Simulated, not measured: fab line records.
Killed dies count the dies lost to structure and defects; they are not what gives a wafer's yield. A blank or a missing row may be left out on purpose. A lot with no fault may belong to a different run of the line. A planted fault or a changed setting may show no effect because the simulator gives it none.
Split-lot study	flow n5_finfet	on a route of 1938 steps: 7 lots, 21 wafers read

## THE SPLIT
At N5_GATE_CUT_COAT_27 (time 60 s, resist thk 10 nm), the setting spin_rpm was moved away from the recipe's 1500 rpm on 10 of the 21 wafers read, by -7.2% to +6.7%. All remaining wafers had this setting at the recipe value.

## FROM THE SPLIT TO THE READING: what the file shows between them, 6 steps
- N5_GATE_CUT_EXPOSE_10: exposes mask GATE CUT, target cd 20 nm (also split here: dose_mj)
- N5_GATE_CUT_PEB_11: peb time 60 s
- N5_GATE_CUT_DEVELOP_12: develop time 30 s
- N5_GATE_CUT_CD_MEAS_13: target cd 20 nm
- N5_GATE_CUT_DESCUM_18: chemistry O2, time 7 s
- N5_GATE_CUT_ETCH_28: etches underlayer in N2/H2, target depth 13 nm, time 10.4 s

## THE READING
CAR-EUV_of_GATE_CUT_COAT_07.thk_nm (the simulator's own value, which no gauge read), in nm, at N5_GATE_CUT_ETCH_36 (etches SiARC in CF4, target depth 13 nm, time 21.7 s). The file does not state a usual value for it. Across the 11 wafers here that went through the recipe, the average is 6.9 nm and the standard deviation 0.1 nm.

wafer	tool, chamber at the split	spin_rpm as run, rpm	against the recipe	CAR-EUV_of_GATE_CUT_COAT_07.thk_nm, nm	against lot-mates on the recipe
L075.1	litho_track-02, 0	1500	recipe	6.8	-
L075.2	litho_track-02, 0	1500	recipe	6.8	-
L075.6	litho_track-02, 0	1500	recipe	7	-
L078.1	litho_track-05, 0	1392	-7.2%	6.4	-0.6
L078.3	litho_track-05, 0	1500	recipe	7	-
L078.5	litho_track-05, 0	1392	-7.2%	6.6	-0.4
L079.1	litho_track-01, 0	1600	+6.7%	7.4	+0.6
L079.3	litho_track-01, 0	1600	+6.7%	7.2	+0.4
L079.6	litho_track-01, 0	1500	recipe	6.8	-
L081.4	litho_track-01, 0	1457	-2.9%	6.8	-0.2
L081.5	litho_track-01, 0	1457	-2.9%	6.8	-0.2
L081.6	litho_track-01, 0	1500	recipe	7	-
L086.2	litho_track-05, 0	1500	recipe	7	-
L086.3	litho_track-05, 0	1555	+3.7%	7.2	+0.2
L086.4	litho_track-05, 0	1555	+3.7%	7.2	+0.2
L089.2	litho_track-05, 0	1586	+5.7%	7.2	+0.2
L089.3	litho_track-05, 0	1500	recipe	7	-
L089.6	litho_track-05, 0	1586	+5.7%	7.2	+0.2
L090.1	litho_track-02, 0	1500	recipe	6.8	-
L090.4	litho_track-02, 0	1500	recipe	6.8	-
L090.5	litho_track-02, 0	1500	recipe	6.8	-

FIT RESULTS
A straight line over all 21 wafers: CAR-EUV_of_GATE_CUT_COAT_07.thk_nm changes by +0.057 nm for each +1% of spin_rpm; r = +0.92; the points scatter about the line by 0.096 nm.
The same after taking each lot's own level away (the mean of its wafers on the recipe; 21 wafers): +0.0629 nm for each +1%; r = +0.95; scatter 0.083 nm.
Per that fit: largest spin_rpm move, reading shift of 0.45 nm.
Measured against the standard deviation above, the lots' own levels, which go from 6.80 to 7.00 nm, span 2.0 times it.
So the lot-to-lot level changes the slope little: the two slopes agree.
Check: -0.426 nm against its lot-mates is what the line predicts for one of the wafers moved furthest among these (-7.2%) when that wafer is left out of the fit. Against them it came out at -0.6 nm.

## FURTHER SPLITS ON THESE WAFERS
Before the reading, these wafers also passed through other splits. Each is held against what the fit with the lots' levels taken away leaves over:
other split on the same wafers	wafers away from the commonest value	r with CAR-EUV_of_GATE_CUT_COAT_07.thk_nm (lot level and that fit taken away)
N5_SD_EPI_P_EPI_21 temp_c	7	+0.01
N5_HKMG_FIN_ETCH_54 source_w	7	+0.06
N5_GATE_CUT_EXPOSE_10 dose_mj	8	+0.34

## THE WHOLE CHAIN: every reading that the file lists as answering this split, in the file's order
step	what it does	reading	change (the file's fit)	r (the file's)
N5_GATE_CUT_COAT_27	time 60 s, resist thk 10 nm	underlayer_of_GATE_CUT_COAT_27.thk_nm (the simulator's own value, which no gauge read)	-0.0511 nm for each +1% of the setting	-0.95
N5_GATE_CUT_ETCH_28	etches underlayer in N2/H2, target depth 13 nm, time 10.4 s	CAR-EUV_of_GATE_CUT_COAT_07.thk_nm (the simulator's own value, which no gauge read)	+0.0574 nm for each +1% of the setting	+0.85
N5_GATE_CUT_ETCH_28	etches underlayer in N2/H2, target depth 13 nm, time 10.4 s	etch.depth_nm (the simulator's own value, which no gauge read)	-0.0503 nm for each +1% of the setting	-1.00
N5_GATE_CUT_ETCH_36	etches SiARC in CF4, target depth 13 nm, time 21.7 s	CAR-EUV_of_GATE_CUT_COAT_07.thk_nm (the simulator's own value, which no gauge read)	+0.0622 nm for each +1% of the setting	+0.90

## THE FILE'S OWN FIT
CAR-EUV_of_GATE_CUT_COAT_07.thk_nm changes by +0.0622 nm for each +1% of spin_rpm, r = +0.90.
